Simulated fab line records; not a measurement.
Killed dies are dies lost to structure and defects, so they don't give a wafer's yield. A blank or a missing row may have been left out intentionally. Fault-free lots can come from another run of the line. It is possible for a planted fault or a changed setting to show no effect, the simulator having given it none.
Commonality check across tools + flow nand_harc + Lots sampled 11, wafers sampled 36

THE REASON FOR OPENING IT
On 1 of the 11 lots, a flag is raised at NHARC_P_ZERO_WELL_CD_MEAS_37 on the reading cd_nm. No-fault wafers: 720.1 nm, standard deviation 2.5.
Rule: a lot is flagged in two cases, either no wafer of it has a number, or all its wafers with numbers fall more than 4 standard deviations from that mean. The other lots count as sound.

| lot  | measured     | on        | cd_nm (nm), wafer by wafer          | flag    |
|------|--------------|-----------|-------------------------------------|---------|
| L337 | day 1 23:59  | cd_sem-02 | 722.1 721.3 723.3                   |         |
| L339 | day 2 20:14  | cd_sem-01 | 723.5 723.7 724.5                   |         |
| L341 | day 3 15:59  | cd_sem-01 | 715.9 715.3 719.0                   |         |
| L342 | day 4 02:14  | cd_sem-01 | 715.7 721.5 717.1                   |         |
| L343 | day 4 12:10  | cd_sem-03 | 719.6 721.3 721.4                   |         |
| L344 | day 4 22:32  | cd_sem-01 | 741.0 739.5 738.1 741.0 740.0 738.4 | FLAGGED |
| L353 | day 8 16:02  | cd_sem-01 | 719.6 719.3 720.1                   |         |
| L354 | day 9 01:55  | cd_sem-01 | 721.5 723.6 718.9                   |         |
| L356 | day 9 22:05  | cd_sem-03 | 724.1 722.8 723.1                   |         |
| L358 | day 10 18:15 | cd_sem-02 | 717.9 719.0 713.3                   |         |
| L359 | day 11 04:15 | cd_sem-01 | 719.1 719.7 720.4                   |         |
The mean of the flagged lots' numbers is 739.7 nm, +19.6 nm from the usual (+8 standard deviations).

LOT BY LOT: THE TOOL USED
The record keeps 1 process step preceding the reading, out of 1302 steps on the route. Each cell gives the tool, then ch followed by the chambers the sampled wafers passed through, then the start.
| lot  | flag    | NHARC_P_ZERO_WELL_EXPOSE_34       |
|------|---------|-----------------------------------|
| L337 |         | krf_scanner-03 ch 0, day 1 23:50  |
| L339 |         | krf_scanner-03 ch 0, day 2 20:05  |
| L341 |         | krf_scanner-04 ch 0, day 3 15:50  |
| L342 |         | krf_scanner-03 ch 0, day 4 02:05  |
| L343 |         | krf_scanner-03 ch 0, day 4 12:00  |
| L344 | FLAGGED | krf_scanner-03 ch 0, day 4 22:23  |
| L353 |         | krf_scanner-03 ch 0, day 8 15:53  |
| L354 |         | krf_scanner-03 ch 0, day 9 01:45  |
| L356 |         | krf_scanner-02 ch 0, day 9 21:56  |
| L358 |         | krf_scanner-04 ch 0, day 10 18:06 |
| L359 |         | krf_scanner-03 ch 0, day 11 04:06 |
What these steps do:
- NHARC_P_ZERO_WELL_EXPOSE_34: exposes mask P PWELL, target cd 720 nm.
- NHARC_P_ZERO_WELL_CD_MEAS_37: target cd 720 nm.

FLAGGED OVER TOTAL, TOOL BY TOOL (the gauges that took the reading come last)
| step                         | tool           | lots run | flagged | share of the flagged lots | sound lots run after its first flagged lot |
|------------------------------|----------------|----------|---------|---------------------------|--------------------------------------------|
| NHARC_P_ZERO_WELL_EXPOSE_34  | krf_scanner-02 | 1        | 0       | none                      | -                                          |
| NHARC_P_ZERO_WELL_EXPOSE_34  | krf_scanner-03 | 8        | 1       | all                       | 3 (L353,L354,L359)                         |
| NHARC_P_ZERO_WELL_EXPOSE_34  | krf_scanner-04 | 2        | 0       | none                      | -                                          |
| NHARC_P_ZERO_WELL_CD_MEAS_37 | cd_sem-01      | 7        | 1       | all                       | 3 (L353,L354,L359)                         |
| NHARC_P_ZERO_WELL_CD_MEAS_37 | cd_sem-02      | 2        | 0       | none                      | -                                          |
| NHARC_P_ZERO_WELL_CD_MEAS_37 | cd_sem-03      | 2        | 0       | none                      | -                                          |

THE TABLE: WHAT IT ALLOWS
krf_scanner-03 at NHARC_P_ZERO_WELL_EXPOSE_34 and cd_sem-01 at NHARC_P_ZERO_WELL_CD_MEAS_37 are the 2 rows of the table that ran each flagged lot.
- krf_scanner-03 at NHARC_P_ZERO_WELL_EXPOSE_34: 1 of its 8 lots flagged. Sound lots followed the first flagged one (L353, L354, L359) on it, something a lasting fault affecting the whole tool could not allow.
- cd_sem-01 at NHARC_P_ZERO_WELL_CD_MEAS_37: 1 of its 7 lots flagged. Sound lots followed the first flagged one (L353, L354, L359) on it, something a lasting fault affecting the whole tool could not allow.
No row of the table ran every flagged lot and no sound lot after the first.

WHAT HAD BEEN PUT IN BY THE SIMULATOR
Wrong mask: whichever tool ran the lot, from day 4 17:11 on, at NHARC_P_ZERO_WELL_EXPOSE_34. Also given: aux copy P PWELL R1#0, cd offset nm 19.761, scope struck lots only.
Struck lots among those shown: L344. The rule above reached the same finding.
